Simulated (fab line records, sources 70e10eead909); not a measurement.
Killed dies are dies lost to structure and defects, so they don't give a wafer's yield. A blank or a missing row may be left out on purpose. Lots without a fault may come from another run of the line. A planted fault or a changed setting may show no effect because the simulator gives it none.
Which tool did it? | flow nand_harc | 11 lots, 33 wafers sampled, at 2 steps of a route of 1302

WHAT THE GAUGES READ, wafer by wafer
NHARC_A_BONDPAD_THK_MEAS_20: measures by xrf.
lot  | measured     | on            | thk_nm (nm)
L756 | day 23 02:25 | film_metro-02 | 170.1 172.5 170.3
L758 | day 23 15:07 | film_metro-01 | 171.7 170.4 172.9
L760 | day 24 03:21 | film_metro-01 | 170.1 169.1 168.0
L761 | day 24 11:42 | film_metro-01 | 170.1 169.4 172.9
L764 | day 26 16:31 | film_metro-02 | 168.3 168.6 169.3
L767 | day 27 05:08 | film_metro-01 | 170.1 168.8 169.2
L768 | day 28 10:26 | film_metro-01 | 170.2 171.1 170.3
L769 | day 28 11:07 | film_metro-02 | 169.6 168.2 170.9
L776 | day 31 13:47 | film_metro-01 | 171.7 172.3 170.8
L778 | day 32 02:46 | film_metro-02 | 168.5 169.7 169.3
L779 | day 33 18:30 | film_metro-02 | 171.7 171.7 169.0

WHICH TOOL RAN EACH LOT (tool, then ch and the chambers of the sampled wafers, then the start)
lot  | NHARC_A_BONDPAD_ETCH_24
L756 | rie_diel-08 ch 0,1,3, day 23 02:25 or earlier
L758 | rie_diel-03 ch 0,2, day 23 15:07 or earlier
L760 | rie_diel-03 ch 0,1,3, day 24 03:21 or earlier
L761 | rie_diel-03 ch 1,2,3, day 24 11:42 or earlier
L764 | rie_diel-03 ch 0,1,3, day 26 16:31 or earlier
L767 | rie_diel-03 ch 1,2, day 27 05:08 or earlier
L768 | rie_diel-05 ch 1,2,3, day 28 10:26 or earlier
L769 | rie_diel-08 ch 0,1,2, day 28 11:07 or earlier
L776 | rie_diel-03 ch 0,1,3, day 31 13:47 or earlier
L778 | rie_diel-08 ch 0,1,3, day 32 02:46 or earlier
L779 | rie_diel-05 ch 1,2,3, day 33 18:30 or earlier
- NHARC_A_BONDPAD_ETCH_24: etches the open film in CF4/N2, target depth 30 nm, time 72.99 s.

THE ANSWER, worked out from the rows above alone
Rule: what is usual is taken from the lots themselves. Put in order of their means at a reading, lots are off if they are a third of the lots or fewer, leave a main group of 4 or more, and stand apart from it by a gap of 3 or more times the standard deviation of the main group's means; of several such gaps the widest counts. A main group whose means are all the same, to the digits that the tables above print for the reading, isn't used. A lot without any number at a reading at which 4 lots or more have one is off too. The other lots that the step has rows for count as sound.
No lot is off at any reading shown: from this, nothing can be told.

WHAT THE SIMULATOR HAD PUT IN
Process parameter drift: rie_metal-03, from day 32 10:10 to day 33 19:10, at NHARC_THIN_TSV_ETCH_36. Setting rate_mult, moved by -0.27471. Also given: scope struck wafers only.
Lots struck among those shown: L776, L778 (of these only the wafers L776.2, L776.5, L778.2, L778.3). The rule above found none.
